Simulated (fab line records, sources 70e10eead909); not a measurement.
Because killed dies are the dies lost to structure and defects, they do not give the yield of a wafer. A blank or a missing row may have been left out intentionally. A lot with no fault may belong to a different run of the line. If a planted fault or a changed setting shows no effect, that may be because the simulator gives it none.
Problem report in the 8D (eight disciplines) form, filled by code | flow nand_harc | the parts of the form that need people (team, actions taken, sign-off) are left out

## 1. WHAT IS WRONG
cd_nm at NHARC_P_M0_CD_MEAS_09 reads a mean of 103.2 nm on 3 wafers of 2 lots; wafers without a fault read 89.8 nm with a standard deviation of 0.68. Measured from the usual mean, that is +20 standard deviations.
The step: target cd 90 nm.
First seen on wafer L438.2, day 8 09:33, on cd_sem-01. At this step, 42 wafers from 14 lots have a number in the record. The rule behind "out" and "out of limits": a value lying over 4 standard deviations away from the usual mean. The rest of the wafers with a number are treated as sound.

## 2. WHAT IT IS, AND WHAT IT ISN'T
question                    | is                     | is not
which readings at this step | cd_nm                  | -
which lots                  | L438, L443             | L427, L428, L429, L430, L431, L432, L433, L445, L446, L448, L449, L450
which wafers of those lots  | L438.2, L443.1, L443.3 | L438.4, L438.5, L443.5
read on which gauges        | cd_sem-01, cd_sem-03   | cd_sem-02
when                        | from day 8 09:33       | up to then (23 sound wafers); but 16 sound wafers of L443, L445, L446, L448, L449, L450 came after

## 3. THE SUSPECTS, EACH WITH WHAT RULES IT OUT
Counting: any tool at a process step up to the reading remains a suspect provided it ran every lot that is out. Sound lots after the first of them don't rule it out here, since some wafers of a struck lot are sound.
- ruled out: the gauge at NHARC_P_M0_CD_MEAS_09. 2 gauges (cd_sem-01, cd_sem-03) read the wafers that are out.
- rtp_anneal-02 at NHARC_P_GATE_RTA_82 (time 30 s): kept. It ran every lot that is out, first L438 (day 8 03:27); its last sound lot up to then is L433 (day 6 18:19).
- rie_diel-10 at NHARC_P_CONTACT_ETCH_35 (etches the open film in CF4, target depth 39 nm, time 65 s): kept. It ran every lot that is out, first L438 (day 8 05:32); its last sound lot up to then is L432 (day 6 21:41).
- litho_track-06 at NHARC_P_M0_PEB_07 (peb time 65 s): kept. It ran every lot that is out, first L438 (day 8 09:28); its last sound lot up to then is L432 (day 7 02:01).
The count leaves rtp_anneal-02 at NHARC_P_GATE_RTA_82, rie_diel-10 at NHARC_P_CONTACT_ETCH_35, and litho_track-06 at NHARC_P_M0_PEB_07.

## 4. THE CAUSE (what the simulator had put in)
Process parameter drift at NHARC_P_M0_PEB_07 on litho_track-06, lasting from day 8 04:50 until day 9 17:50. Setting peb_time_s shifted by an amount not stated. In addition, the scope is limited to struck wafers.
Of the 3 suspects that counting leaves, this tool is one.

## 5. SEQUENCE OF EFFECTS, ordered by route
One row per reading whose mean, taken over the struck wafers that have a number, lies over 3 standard deviations from the usual. Only readings whose record carries a usual standard deviation are examined. hours: median over the lots of the time between each lot's start at the first step of this table that gives one and its start at this step. sigmas: the change, counted in usual standard deviations.
hours | step                  | reading | usual   | on struck wafers | change | sigmas
0     | NHARC_P_M0_CD_MEAS_09 | cd_nm   | 89.8 nm | 103.2            | +13.4  | +20
Later steps that measure or inspect, where all struck wafers having a row at the step show a number for every such reading and not one has moved that far: NHARC_P_M0_OVL_MEAS_10.

## 6. WHAT WOULD HAVE CAUGHT IT SOONER
In this record the first reading out of limits at a measuring or inspecting step was taken at day 8 09:33, 5 hours after the fault began at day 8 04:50.
An alarm limit of 4 standard deviations would not have fired on the tool readings at NHARC_P_M0_PEB_07 for which the record gives a usual standard deviation, since none of them was out on any struck wafer.
L443, from the lots that are out (2), started NHARC_P_M0_PEB_07 on litho_track-06 later than day 8 09:33. A tool hold placed at that time would have kept it from harm.
